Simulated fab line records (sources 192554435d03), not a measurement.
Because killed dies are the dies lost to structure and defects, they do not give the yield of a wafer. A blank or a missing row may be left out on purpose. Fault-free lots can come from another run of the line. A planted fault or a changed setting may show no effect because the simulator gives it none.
A struck lot beside a sound one -- flow n5 finfet -- 13 steps out of a route of 1938
Sound: these wafers, L210.2, L210.4, L210.6. Struck: wafer L222.6 (L222.1, L222.5, from the same lot, were not struck and are left out); the cause is given at the end.
Each step with rows lists, per side, the tool, then ch with its chambers, then its first start. Under that, the readings that differ: sound wafers -- struck wafers -- difference of the means -- sigmas: that difference in standard deviations of wafers without a fault.
alike: readings with means less than 2 such deviations apart, plus words and numbers identical on both sides. not compared: withheld readings, readings lacking a value on some wafer, bounds such as >300 that could conceal the same value, and numbers that have no deviation in the record and whose values overlap.
A row with sigmas, a row that says differs or no value, or rows on one side alone: a step with any of these is where the two part. Non-overlapping numbers with no deviation appear without sigmas and do not part them. Lack of a reading on every wafer of one side parts them only where that side has two or more wafers.

first, 9 steps without rows for these wafers: N5_BEOL_M0_CUTY_DESCUM_61 (chemistry O2, time 7.9 s); N5_BEOL_M0_CUTY_ETCH_62 (etches SiARC in CF4, time 58.5 s); N5_BEOL_M0_CUTY_ETCH_63 (etches SOC in N2/H2, target depth 82.7 nm, overetch 16.5 nm, time 124 s); N5_BEOL_M0_CUTY_STRIP_64 (strips in N2/H2); N5_BEOL_M0_ETCH_138 (etches SiCN in CH3F/O2, target depth 12 nm, time 31.6 s); N5_BEOL_M0_HM_OPEN_105 (chemistry Cl2/BCl3, target TiN, target depth 12 nm); N5_BEOL_M0_STRIP_140 (strips in CF4); N5_BEOL_M0_STRIP_104 (strips in N2/H2); N5_BEOL_M0_WET_ETCH_106 (etches SiO2 in DHF, target depth 130 nm, rinse time 30 s).
N5_BEOL_M0_ETCH_128: etches SiCN in CF4/N2, target depth 12 nm, overetch 5.1 nm, time 21.4 s.
  sound on rie diel-05 ch 1,2, day 5 23:09; struck on rie diel-05 ch 3, day 9 00:05
reading,sound,struck,difference,sigmas
rf vpp V (V),383.3 386.3 383.4,380.3,-4.0,-3
showerhead plenum p Torr (Torr),2.22 2.28 2.28,2.14,-0.12,-2
model.TiN_of_BEOL_M0_SAQP_HM_DEP_02.thk nm (nm),10.8 10.8 10.6,10,-1,
  alike: drypump motor current A, oes product au, throttle valve pct
  not compared: rf hours counter h
N5_BEOL_M0_TRENCH_ETCH_107: etches SiOC in C4F6/O2, target depth 32.8 nm, time 16.4 s.
  sound on rie diel-05 ch 1,2, day 5 23:11; struck on rie diel-05 ch 3, day 9 00:07
reading,sound,struck,difference,sigmas
showerhead plenum p Torr (Torr),2.86 2.94 2.94,2.76,-0.15,-2
model.TiN_of_BEOL_M0_SAQP_HM_DEP_02.thk nm (nm),9.4 9.4 9.4,8.8,-0.6,
  alike: drypump motor current A, oes_o_777_au, oes product au, rf vpp V, throttle valve pct
  not compared: rf hours counter h
then, 1 step without rows for these wafers: N5_BEOL_M0_STRIP_142 (strips in N2/H2, time 10 s).
-- the record jumps here: 4 days lie between the struck wafers' starts before and after (it left off in module BEOL_M0 and takes up again in module BEOL_M4, whose first step shown is number 1111 of the route) --
N5_BEOL_M4_RC_MEAS_101:
  sound on prober-01 ch 0, day 8 17:20; struck on prober-02 ch 0, day 13 02:02
  alike: DIBL_N, DIBL_P, IOFF_N, IOFF_P, ION_N, ION_P, SS_N, SS_P, VT_N, VT_P

## WHERE THEY PART
Earliest at N5_BEOL_M0_ETCH_128; latest, in this record, at N5_BEOL_M0_TRENCH_ETCH_107. Later steps at which nothing parts them and some readings are alike: N5_BEOL_M4_RC_MEAS_101.

WHY: what had been put in by the simulator
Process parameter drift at N5_BEOL_M0_ETCH_128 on rie diel-05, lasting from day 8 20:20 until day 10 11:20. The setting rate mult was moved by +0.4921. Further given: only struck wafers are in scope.
